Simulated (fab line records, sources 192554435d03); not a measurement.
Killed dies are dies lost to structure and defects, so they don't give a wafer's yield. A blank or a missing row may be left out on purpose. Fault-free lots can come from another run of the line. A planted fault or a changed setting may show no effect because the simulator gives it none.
fab line records | flow n5_finfet
record: lots: 6 | wafers: 18 | last_day: 16
route steps=1938 shown DUMMY_GATE@255 SPACER0@258 SD_EPI_N@262
lots that met no fault: taken from a fault-free run of the same line
start_h: the number of hours between the record's first day and the start of the first shown wafer of the lot | wait_h: hours from the lot's prior step to this one | " identical to the entry in the row above | L1.1+2: a single row standing in for several wafers | - either no value or no given start | * or withheld: withheld | < > ~ a bound
route shown NAME@n: NAME is a module with steps in the file, n the number in the route of the first one | usual: the fault-free wafers' mean and standard deviation | same: alike in all rows | chamber/n: place in a boat | sites: each site's reading | _std_site: how widely they spread, as a standard deviation | _edge_site: inner sites' mean taken away from outer sites' mean | radius_mm: for every site, how far away it sits from the centre of the wafer | mask NAME#n: copy n | behind: the last tool/chamber to shape the wafer | hold: why the lot was held/for how many hours/how that ended | device: the transistor (n, p or np) that didn't switch | end of line: the tests these same wafers got at the end of their route | a step given without rows: its recipe and nothing more | killed: dies that structure and defects cost at the first sort, which is not the same as the wafer's yield | map: dies across one wafer; x = killed, . = not, _ = none there
set.NAME: the setting as run; set.NAME@STEP: as run at that earlier step | model.NAME: the simulator's own value behind a step, which no gauge read
lots at some steps of the route; a table a step, a row a wafer
services: from which hour (start_h, from the record's first day; less than 0 if before it) a tool's chamber was out of use, for how many hours, and why
== steps ==
step: N5_DUMMY_GATE_SRD_26
recipe: dry: ipa_marangoni | time_s: 30 | temp_c: 23 | rinse_liquid: diw
step: N5_DUMMY_GATE_UV_OZONE_45
recipe: time_s: 120 | pressure_torr: 760 | temp_c: 25
step: N5_DUMMY_GATE_INSPECT_27
recipe: inspect_instrument: brightfield | mode: aei
usual: raw_defect_count: 287/74
lot.wafer | tool              | chamber | start_h | wait_h | raw_defect_count
L154.1    | defect_inspect-02 | -       | 45.69   | 0.0    | 258
L154.2    | "                 | -       | "       | "      | 364
L154.6    | "                 | -       | "       | "      | 392
L162.2    | defect_inspect-01 | -       | 95.56   | 0.0    | 179
L162.4    | "                 | -       | "       | "      | 192
L162.5    | "                 | -       | "       | "      | 178
L173.1    | defect_inspect-02 | -       | 162.48  | 0.0    | 379
L173.3    | "                 | -       | "       | "      | 444
L173.5    | "                 | -       | "       | "      | 334
L174.2    | defect_inspect-01 | -       | 167.33  | 0.0    | 227
L174.3    | "                 | -       | "       | "      | 254
L174.4    | "                 | -       | "       | "      | 159
L175.1    | defect_inspect-01 | -       | 174.12  | 0.0    | 202
L175.3    | "                 | -       | "       | "      | 234
L175.5    | "                 | -       | "       | "      | 322
L176.3    | defect_inspect-02 | -       | 179.32  | 0.0    | 322
L176.4    | "                 | -       | "       | "      | 323
L176.5    | "                 | -       | "       | "      | 373
step: N5_SPACER0_ALD_07
recipe: material: SiNx | target_thk_a: 20 | temp_c: 400 | ald_precursor_family: SiH2I2 | ald_co_reactant: N2/H2-plasma | pressure_torr: 2
usual: heater_power_w: 847/69
lot.wafer | tool       | chamber | start_h | wait_h | heater_power_w | since_wet_clean_h
L154.1    | ald_sin-02 | 0       | 45.72   | 0.0    | 850            | 235
L154.2    | "          | 3       | "       | "      | 790            | 235
L154.6    | "          | 3       | "       | "      | 796            | -
L162.2    | ald_sin-03 | 2       | 95.61   | 0.0    | 848            | 88
L162.4    | "          | 1       | "       | "      | 849            | 88
L162.5    | "          | 1       | "       | "      | 845            | -
L173.1    | ald_sin-03 | 1       | 162.52  | 0.0    | 874            | 155
L173.3    | "          | 0       | "       | "      | 777            | 155
L173.5    | "          | 2       | "       | "      | 869            | -
L174.2    | ald_sin-03 | 1       | 167.37  | 0.0    | 865            | 159
L174.3    | "          | 2       | "       | "      | 841            | 159
L174.4    | "          | 3       | "       | "      | 1012           | 159
L175.1    | ald_sin-03 | 0       | 174.16  | 0.0    | 752            | 166
L175.3    | "          | 1       | "       | "      | 862            | 166
L175.5    | "          | 2       | "       | "      | 845            | -
L176.3    | ald_sin-03 | 2       | 180.44  | 1.1    | 872            | 172
L176.4    | "          | 3       | "       | "      | 1004           | 172
L176.5    | "          | 2       | "       | "      | 861            | -
step: N5_SPACER0_ALD_00
recipe: material: SiOCN | target_thk_a: 35 | temp_c: 400 | ald_precursor_family: alkyl-aminosilane | ald_co_reactant: O2/N2-plasma | pulse_time_s: 3 | purge_time_s: 2 | co_reactant_purge_time_s: 2 | ald_cycles: 58 | pressure_torr: 2
usual: heater_power_w: 844/66 | precursor_pulse_height_rel: 1.001/0.019
lot.wafer | tool       | chamber | start_h | wait_h | heater_power_w | precursor_pulse_height_rel | since_wet_clean_h
L154.1    | ald_sin-02 | 0       | 45.88   | 0.1    | 855            | 0.984                      | 235
L154.2    | "          | 3       | "       | "      | 791            | 0.969                      | 235
L154.6    | "          | 3       | "       | "      | 773            | 0.999                      | -
L162.2    | ald_sin-03 | 2       | 95.76   | 0.1    | 855            | 1.010                      | 88
L162.4    | "          | 1       | "       | "      | 870            | 1.012                      | 88
L162.5    | "          | 1       | "       | "      | 876            | 1.007                      | -
L173.1    | ald_sin-03 | 1       | 162.67  | 0.1    | 855            | 1.008                      | 155
L173.3    | "          | 0       | "       | "      | 770            | 1.004                      | 155
L173.5    | "          | 2       | "       | "      | 845            | 0.998                      | -
L174.2    | ald_sin-03 | 1       | 167.52  | 0.1    | 861            | 0.990                      | 160
L174.3    | "          | 2       | "       | "      | 858            | 0.966                      | 160
L174.4    | "          | 3       | "       | "      | 965            | 0.993                      | 160
L175.1    | ald_sin-03 | 0       | 174.31  | 0.1    | 768            | 1.002                      | 166
L175.3    | "          | 1       | "       | "      | 861            | 0.994                      | 166
L175.5    | "          | 2       | "       | "      | 872            | 0.960                      | -
L176.3    | ald_sin-03 | 2       | 180.59  | 0.1    | 860            | 1.034                      | 173
L176.4    | "          | 3       | "       | "      | 1002           | 0.951                      | 173
L176.5    | "          | 2       | "       | "      | 855            | 1.008                      | -
step: N5_SPACER0_ALD_08
recipe: material: SiNx | target_thk_a: 20 | temp_c: 400 | ald_precursor_family: SiH2I2 | ald_co_reactant: N2/H2-plasma | pressure_torr: 2
usual: heater_power_w: 847/70
lot.wafer | tool       | chamber | start_h | wait_h | heater_power_w | since_wet_clean_h
L154.1    | ald_sin-02 | 0       | 46.13   | 0.1    | 838            | 235
L154.2    | "          | 3       | "       | "      | 781            | 235
L154.6    | "          | 3       | "       | "      | 782            | -
L162.2    | ald_sin-03 | 2       | 96.02   | 0.1    | 844            | 88
L162.4    | "          | 1       | "       | "      | 858            | 88
L162.5    | "          | 1       | "       | "      | 855            | -
L173.1    | ald_sin-03 | 1       | 162.93  | 0.1    | 879            | 155
L173.3    | "          | 0       | "       | "      | 768            | 155
L173.5    | "          | 2       | "       | "      | 845            | -
L174.2    | ald_sin-03 | 1       | 167.78  | 0.1    | 882            | 160
L174.3    | "          | 2       | "       | "      | 845            | 160
L174.4    | "          | 3       | "       | "      | 1016           | 160
L175.1    | ald_sin-03 | 0       | 174.57  | 0.1    | 788            | 167
L175.3    | "          | 1       | "       | "      | 886            | 167
L175.5    | "          | 2       | "       | "      | 850            | -
L176.3    | ald_sin-03 | 2       | 180.85  | 0.1    | 870            | 173
L176.4    | "          | 3       | "       | "      | 1027           | 173
L176.5    | "          | 2       | "       | "      | 841            | -
step: N5_SPACER0_INSPECT_04
recipe: inspect_instrument: darkfield | mode: post_dep
usual: raw_defect_count: 129/30
lot.wafer | tool              | chamber | start_h | wait_h | raw_defect_count
L154.1    | defect_inspect-02 | -       | 46.29   | 0.1    | 96
L154.2    | "                 | -       | "       | "      | 134
L154.6    | "                 | -       | "       | "      | 197
L162.2    | defect_inspect-01 | -       | 96.18   | 0.1    | 127
L162.4    | "                 | -       | "       | "      | 126
L162.5    | "                 | -       | "       | "      | 127
L173.1    | defect_inspect-02 | -       | 163.09  | 0.1    | 154
L173.3    | "                 | -       | "       | "      | 173
L173.5    | "                 | -       | "       | "      | 147
L174.2    | defect_inspect-02 | -       | 167.94  | 0.1    | 107
L174.3    | "                 | -       | "       | "      | 132
L174.4    | "                 | -       | "       | "      | 94
L175.1    | defect_inspect-02 | -       | 174.72  | 0.1    | 117
L175.3    | "                 | -       | "       | "      | 131
L175.5    | "                 | -       | "       | "      | 145
L176.3    | defect_inspect-02 | -       | 181.01  | 0.1    | 137
L176.4    | "                 | -       | "       | "      | 151
L176.5    | "                 | -       | "       | "      | 163
step: N5_SD_EPI_N_COAT_32
recipe: resist: SOC | temp_c: 250 | time_s: 60 | spin_rpm: 1500 | resist_thk_nm: 350
step: N5_SD_EPI_N_COAT_33
recipe: resist: SiARC | temp_c: 220 | time_s: 60 | spin_rpm: 1500 | resist_thk_nm: 35
step: N5_SD_EPI_N_COAT_03
recipe: resist: CAR-ArF-block | spin_rpm: 1500 | resist_thk_nm: 150
step: N5_SD_EPI_N_EBR_05
recipe: solvent: PGMEA | ebr_width_mm: 1.5
step: N5_SD_EPI_N_SOFTBAKE_04
recipe: temp_c: 110 | time_s: 60 | resist: CAR-ArF-block
step: N5_SD_EPI_N_EXPOSE_06
recipe: mask_id: SD_N_BLK | na: 1.35 | source_shape: conventional | sigma_outer: 0.8 | polarization: unpolarized | target_cd_nm: 120 | dose_mj: 39.75
usual: exposure_dose_mJ_cm2: 39.73/0.043 | focus_offset_nm: 0.1/0.51 | na: 1.35/0
lot.wafer | tool            | chamber | start_h | wait_h | mask       | exposure_dose_mJ_cm2 | focus_offset_nm | na
L154.1    | arfi_scanner-01 | 0       | 46.57   | -      | SD_N_BLK#0 | 39.74                | -0.2            | 1.35
L154.2    | "               | 0       | "       | "      | SD_N_BLK#0 | 39.69                | 0.1             | 1.35
L154.6    | "               | 0       | "       | "      | SD_N_BLK#0 | 39.60                | -0.4            | 1.35
L162.2    | arfi_scanner-01 | 0       | 96.46   | -      | SD_N_BLK#0 | 39.76                | -0.5            | 1.35
L162.4    | "               | 0       | "       | "      | SD_N_BLK#0 | 39.79                | 0.3             | 1.35
L162.5    | "               | 0       | "       | "      | SD_N_BLK#0 | 39.77                | -0.3            | 1.35
L173.1    | arfi_scanner-01 | -       | 163.24  | -      | SD_N_BLK#0 | -                    | -               | -
L173.3    | "               | -       | "       | "      | SD_N_BLK#0 | -                    | -               | -
L173.5    | "               | -       | "       | "      | SD_N_BLK#0 | -                    | -               | -
L174.2    | arfi_scanner-01 | -       | 168.09  | -      | SD_N_BLK#0 | -                    | -               | -
L174.3    | "               | -       | "       | "      | SD_N_BLK#0 | -                    | -               | -
L174.4    | "               | -       | "       | "      | SD_N_BLK#0 | -                    | -               | -
L175.1    | arfi_scanner-01 | 0       | 174.88  | -      | SD_N_BLK#0 | 39.83                | -0.1            | 1.35
L175.3    | "               | 0       | "       | "      | SD_N_BLK#0 | 39.74                | 0.7             | 1.35
L175.5    | "               | 0       | "       | "      | SD_N_BLK#0 | 39.71                | -0.3            | 1.35
L176.3    | arfi_scanner-02 | 0       | 181.29  | -      | SD_N_BLK#0 | 39.67                | 0.5             | 1.35
L176.4    | "               | 0       | "       | "      | SD_N_BLK#0 | 39.72                | 0.5             | 1.35
L176.5    | "               | 0       | "       | "      | SD_N_BLK#0 | 39.72                | 0.5             | 1.35
step: N5_SD_EPI_N_PEB_07
recipe: peb_temp_c: 110 | peb_time_s: 60 | resist: CAR-ArF-block
== services ==
tool            | chamber | start_h | hours | kind
ald_sin-03      | 0       | 33.74   | 7.6   | repair
arfi_scanner-01 | -       | 37.63   | 1.0   | repair
arfi_scanner-01 | -       | 52.90   | 1.3   | pm
arfi_scanner-02 | -       | 54.01   | 0.4   | repair
arfi_scanner-02 | -       | 62.89   | 1.3   | pm
arfi_scanner-01 | -       | 69.12   | 1.0   | pm
arfi_scanner-01 | -       | 74.39   | 2.6   | repair
arfi_scanner-01 | 0       | 88.37   | -     | calibration
ald_sin-03      | -       | 112.71  | 2.8   | pm
arfi_scanner-01 | -       | 115.65  | 1.2   | repair
arfi_scanner-02 | -       | 125.63  | 1.0   | pm
arfi_scanner-01 | -       | 135.37  | 1.0   | pm
arfi_scanner-02 | -       | 136.83  | 0.8   | pm
arfi_scanner-01 | -       | 153.17  | 0.8   | pm
ald_sin-02      | -       | 176.75  | 14.0  | pm
ald_sin-02      | 0       | 176.75  | 14.0  | vent_cycle
ald_sin-02      | 1       | 176.75  | 14.0  | vent_cycle
ald_sin-02      | 2       | 176.75  | 14.0  | vent_cycle
ald_sin-02      | 3       | 176.75  | 14.0  | vent_cycle
arfi_scanner-01 | -       | 178.40  | 1.3   | pm
== key ==
first_sign: step: N5_SD_EPI_N_EXPOSE_06 | reading: tool_record | direction: missing
effect none on later readings
met_at N5_SD_EPI_N_EXPOSE_06
struck_wafers L173.1,L173.3,L173.5,L174.2,L174.3,L174.4
later_rows_left_out L173.1,L173.3,L173.5,L174.2,L174.3,L174.4
sort_left_out L173.1,L173.3,L173.5,L174.2,L174.3,L174.4
onset_between 96.46 163.24
fault: kind: skipped_step_whole | tool: arfi_scanner-01 | chamber: - | onset_h: 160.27 | steps: N5_SD_EPI_N_EXPOSE_06 | scope: struck_lots_only
sort_left_out: the simulated sort isn't trusted on such a fault, so these wafers' sort isn't shown, and their yield isn't known
later_rows_left_out: the simulator's readings of these wafers behind a module that went badly wrong aren't trusted and aren't shown, but for the sort
